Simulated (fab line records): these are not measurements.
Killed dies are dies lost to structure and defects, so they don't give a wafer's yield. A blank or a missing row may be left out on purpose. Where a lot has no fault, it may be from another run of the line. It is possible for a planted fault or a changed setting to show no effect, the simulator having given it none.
Matching of chambers + flow nand-harc + NHARC_A_CONTACT_ETCH_48 on rie-diel-04: 4 sister chambers
The step etches the open film in CF4, target depth 39 nm, time 65 s. 14 wafers are shown with their chamber, then 7 later ones without.

WAFERS, EACH WITH ITS CHAMBER
| wafer  | chamber | drypump-motor-current-A (A) | showerhead-plenum-p-Torr (Torr) | oes-product-au (a.u.) |
|--------|---------|-----------------------------|---------------------------------|-----------------------|
| L277.2 | 1       | 6.0                         | 1.74                            | 1.007                 |
| L277.3 | 0       | 5.5                         | 1.83                            | 0.989                 |
| L277.6 | 0       | 5.5                         | 1.83                            | 0.987                 |
| L281.2 | 1       | 6.0                         | 1.74                            | 1.016                 |
| L281.3 | 3       | 5.2                         | 1.71                            | 0.997                 |
| L281.5 | 3       | 5.2                         | 1.72                            | 0.994                 |
| L290.4 | 3       | 5.2                         | 1.71                            | 1.003                 |
| L290.5 | 2       | 6.1                         | 1.86                            | 1.015                 |
| L290.6 | 1       | 6.0                         | 1.73                            | 1.013                 |
| L291.3 | 1       | 5.9                         | 1.73                            | 1.002                 |
| L291.4 | 3       | 5.1                         | 1.71                            | 0.994                 |
| L291.5 | 0       | 5.5                         | 1.82                            | 1.005                 |
| L293.1 | 1       | 6.0                         | 1.73                            | 0.994                 |
| L293.3 | 2       | 6.1                         | 1.86                            | 1.009                 |

SIGNATURES (averages over the wafers above)
| reading                  | chamber 0 | chamber 1 | chamber 2 | chamber 3 | scatter within a chamber |
|--------------------------|-----------|-----------|-----------|-----------|--------------------------|
| drypump-motor-current-A  | 5.500     | 5.980     | 6.100     | 5.175     | 0.0394                   |
| showerhead-plenum-p-Torr | 1.8267    | 1.7340    | 1.8600    | 1.7125    | 0.00512                  |
| oes-product-au           | 0.99367   | 1.00640   | 1.01200   | 0.99700   | 0.00759                  |
Rule: a wafer's distance from a chamber is the root of the sum, over the readings, of the square of ((its reading less the chamber's mean) divided by the reading's scatter). If the next closest chamber is less than 2 further off than the closest, the wafer can't be placed; otherwise it belongs to the closest. The scatter is the square root of a quotient: the sum, over the shown wafers, of each reading's squared deviation from its chamber's mean, divided by wafers minus chambers.

WAFERS WHOSE CHAMBER IS MISSING
| wafer  | drypump-motor-current-A (A) | showerhead-plenum-p-Torr (Torr) | oes-product-au (a.u.) |
|--------|-----------------------------|---------------------------------|-----------------------|
| L293.5 | 5.5                         | 1.82                            | 1.008                 |
| L294.2 | 5.2                         | 1.71                            | 0.999                 |
| L294.3 | 5.9                         | 1.73                            | 1.005                 |
| L294.6 | 6.0                         | 1.73                            | 1.005                 |
| L298.1 | 6.0                         | 1.73                            | 0.999                 |
| L298.3 | 5.5                         | 1.82                            | 1.004                 |
| L298.4 | 5.2                         | 1.71                            | 0.995                 |

WHICH CHAMBER EACH WENT THROUGH
| wafer  | from the rows above | in truth |
|--------|---------------------|----------|
| L293.5 | 0                   | 0        |
| L294.2 | 3                   | 3        |
| L294.3 | 1                   | 1        |
| L294.6 | 1                   | 1        |
| L298.1 | 1                   | 1        |
| L298.3 | 0                   | 0        |
| L298.4 | 3                   | 3        |
7 of 7 placed correctly. Number that these rows cannot place: 0. 0 placed wrongly.
